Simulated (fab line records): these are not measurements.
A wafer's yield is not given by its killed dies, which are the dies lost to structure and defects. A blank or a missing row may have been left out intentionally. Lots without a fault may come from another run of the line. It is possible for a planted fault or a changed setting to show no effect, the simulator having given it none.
2 desks looking at one fault + flow n5 finfet + numbers are kept per desk, each desk with only its own; the story behind them comes last

METROLOGY DESK
What the gauges read for every lot (on any tool): the sampled wafers with a number, averaged. Marked OUT: a lot whose mean sits more than 4 standard deviations from the usual mean, which makes it out of limits; the brackets give that distance.
Columns: A = M0_RS at N5_BEOL_M0_RS_MEAS_126, usual 0.522 ohm/sq; B = M1_ILD_THK at N5_BEOL_M1_THK_MEAS_01, usual 79.2 nm; C = cd nm at N5_BEOL_M1_CD_MEAS_11, usual 16.99 nm; D = M1_OVL at N5_BEOL_M1_OVL_MEAS_12, usual -0.2 nm
| lot  | first seen here | A     | B    | C     | D    |
|------|-----------------|-------|------|-------|------|
| L913 | day 6 08:13     | 0.503 | 79.4 | 16.95 | 0.7  |
| L914 | day 6 21:41     | 0.557 | 80.2 | 16.81 | -0.4 |
| L919 | day 7 15:52     | 0.510 | 79.7 | 17.00 | -0.0 |
| L924 | day 8 23:31     | 0.525 | 80.0 | 16.93 | -0.5 |
| L925 | day 9 10:00     | 0.532 | 78.0 | 16.89 | -0.3 |
| L932 | day 10 21:59    | 0.519 | 77.5 | 17.27 | 0.6  |
This desk's verdict: no lot among the 6 shows anything out of limits.

AT THE TOOL OWNER'S DESK: pvd sputter-03
The tool's own readings at N5_BEOL_M0_SPUTTER_141 (material Cu, target thk 4 nm, time 7.37 s): means of the sampled wafers that have a number, for each lot that ran on this tool. Marked OUT: a lot whose mean sits more than 4 standard deviations from the usual mean, which makes it out of limits; the brackets give that distance.
Columns: A = substrate temp c at N5_BEOL_M0_SPUTTER_141, usual -19.99 C; B = throttle valve pct at N5_BEOL_M0_SPUTTER_141, usual 30.1 %
| lot  | first seen here | A      | B    |
|------|-----------------|--------|------|
| L914 | day 6 20:31     | -20.05 | 30.6 |
| L924 | day 8 22:24     | -19.98 | 30.0 |
| L925 | day 9 08:56     | -19.91 | 29.4 |
This desk's verdict: no lot among the 3 shows anything out of limits.

PUT TOGETHER
At the metrology desk, nothing out of limits was observed.
The desk of the tool owner found nothing out of limits.

WHAT HAD BEEN PUT IN BY THE SIMULATOR
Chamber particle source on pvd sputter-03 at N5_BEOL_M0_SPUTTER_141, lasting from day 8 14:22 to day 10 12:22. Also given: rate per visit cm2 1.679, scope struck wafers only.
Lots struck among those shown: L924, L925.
